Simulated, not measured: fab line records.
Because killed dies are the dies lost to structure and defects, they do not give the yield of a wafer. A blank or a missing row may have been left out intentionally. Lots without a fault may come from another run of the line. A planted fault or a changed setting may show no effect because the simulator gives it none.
Chamber matching | flow n5_finfet | pecvd-04 running N5_BEOL_M12_DEP_53: 3 sister chambers
The step deposits SiCN from 3MS/NH3, target thk 30 nm, time 10.5 s. 6 wafers are shown with their chamber, then 10 later ones without.

## WAFERS WITH THEIR CHAMBER
wafer  | chamber | throttle_valve_pct (%) | showerhead_plenum_p_Torr (Torr)
L087.2 | 1       | 20.5                   | 4.167
L087.6 | 1       | 20.6                   | 4.178
L096.2 | 2       | 16.7                   | 4.148
L096.5 | 0       | 20.2                   | 4.183
L092.1 | 2       | 17.0                   | 4.144
L092.2 | 0       | 20.3                   | 4.178

## WAFERS WITH NO CHAMBER GIVEN
wafer  | throttle_valve_pct (%) | showerhead_plenum_p_Torr (Torr)
L092.3 | 20.7                   | 4.172
L092.4 | 20.1                   | 4.165
L092.5 | 20.9                   | 4.162
L092.6 | 17.0                   | 4.140
L094.2 | 16.6                   | 4.136
L094.3 | 20.7                   | 4.178
L094.4 | 17.0                   | 4.138
L093.2 | 20.3                   | 4.159
L093.3 | 16.9                   | 4.152
L093.6 | 20.6                   | 4.173

## WHICH CHAMBER EACH WENT THROUGH
wafer  | from the rows above     | in truth
L092.3 | 1                       | 1
L092.4 | can't be placed: 0 or 1 | 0
L092.5 | 1                       | 1
L092.6 | 2                       | 2
L094.2 | 2                       | 2
L094.3 | can't be placed: 1 or 0 | 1
L094.4 | 2                       | 2
L093.2 | can't be placed: 1 or 0 | 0
L093.3 | 2                       | 2
L093.6 | 1                       | 1
Correctly placed: 7 of 10. Not placeable from these rows: 3 (in 3, the candidates include the true chamber). 0 placed wrongly.
How it was worked out, from the rows above alone: a wafer's distance from a chamber is the root of the sum, over the readings, of the square of ((its reading less the chamber's mean) divided by the reading's scatter). If the next closest chamber is less than 2 further off than the closest, the wafer can't be placed; otherwise it belongs to the closest. Each chamber's mean is taken over the wafers shown for it. How the scatter is found: for the shown wafers, subtract from each reading the mean of its chamber, square and add these, divide the total by (wafers less chambers), then take the root.
